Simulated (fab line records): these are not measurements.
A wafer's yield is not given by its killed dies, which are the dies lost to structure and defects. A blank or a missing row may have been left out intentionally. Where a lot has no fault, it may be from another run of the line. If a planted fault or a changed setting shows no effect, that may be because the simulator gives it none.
Code-filled problem report in 8D (eight disciplines) form ; flow nandHarc ; the parts of the form that need people (team, actions taken, sign-off) are left out

## 1. WHAT WENT WRONG
timeToEndpointS at NHARC_A_BLC_CMP_25 reads a mean of 57.9 s on 2 wafers of 2 lots; wafers without a fault read 29.9 s with a standard deviation of 2.1. Measured from the usual mean, that is +13 standard deviations.
The step: polishes, t overpolish 30 s, target thk 150 nm.
Earliest sighting: wafer L259.6 on cmp-02 at day 27 10:53. The record holds 33 wafers of 11 lots with a number at this step. By rule, "out" or "out of limits" means more than 4 standard deviations away from the usual mean. The rest of the wafers with a number are treated as sound.

## 2. WHAT THIS IS AND IS NOT
question;is;is not
which readings at this step;timeToEndpointS;edgeZonePressureFrac, motorCurrentA, overpolishRunS
which lots;L259, L260;L248, L249, L250, L251, L253, L262, L263, L265, L270
which wafers of those lots;L259.6, L260.6;L259.2, L259.5, L260.1, L260.2
read on which tools;cmp-02, cmp-03;cmp-01
when;from day 27 10:53;"up to then (17 sound wafers); but 14 sound wafers of L260, L262, L263, L265, L270 came after"

## 3. WHAT RULES OUT EACH SUSPECT
Counting: any tool at a process step up to the reading remains a suspect provided it ran every lot that is out. Sound lots after the first of them don't rule it out here, since some wafers of a struck lot are sound.
- rieDiel-08 at NHARC_A_BLC_STRIP_29 (strips in CF4): kept. Every lot that is out went through it, the first being L259 (day 27 09:22); the last sound lot it ran before that was L253 (day 25 01:28).
- cvdW-01 at NHARC_A_BLC_CVD_24 (deposits W, target thk 150 nm, time 434 s): kept. Every lot that is out went through it, the first being L259 (day 27 10:25); the last sound lot it ran before that was L251 (day 24 14:09).
The count leaves cvdW-01 at NHARC_A_BLC_CVD_24 and rieDiel-08 at NHARC_A_BLC_STRIP_29.

## 4. THE CAUSE (what the simulator had put in)
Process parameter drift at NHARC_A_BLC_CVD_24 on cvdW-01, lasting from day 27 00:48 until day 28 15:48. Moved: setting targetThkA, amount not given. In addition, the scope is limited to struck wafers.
After counting, 2 suspects remain, this tool included.

## 5. THE CHAIN OF EFFECTS, in route order
One row per reading whose mean, taken over the struck wafers that have a number, lies over 3 standard deviations from the usual. Scope: only readings with a usual standard deviation given in the record; hours: median across lots of the time from each lot's start at the first step in this table that gives one to its start at this step; sigmas: change in usual standard deviations.
hours;step;reading;usual;on struck wafers;change;sigmas
0;NHARC_A_BLC_CMP_25;timeToEndpointS;29.9 s;57.9;+28.0;+13
Process steps it contains:
- NHARC_A_BLC_CMP_25: polishes, t overpolish 30 s, target thk 150 nm.

## 6. WHAT WOULD HAVE CAUGHT IT SOONER
In this record the first reading out of limits was taken at day 27 10:53, 10 hours after the fault began at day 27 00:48.
No tool reading at NHARC_A_BLC_CVD_24 that has a usual standard deviation in the record was out on any struck wafer, so an alarm limit of 4 standard deviations on those readings would not have fired.
Lots out: 2; of these, L260 started NHARC_A_BLC_CVD_24 on cvdW-01 after day 27 10:53. Holding the tool at that time would have saved it.
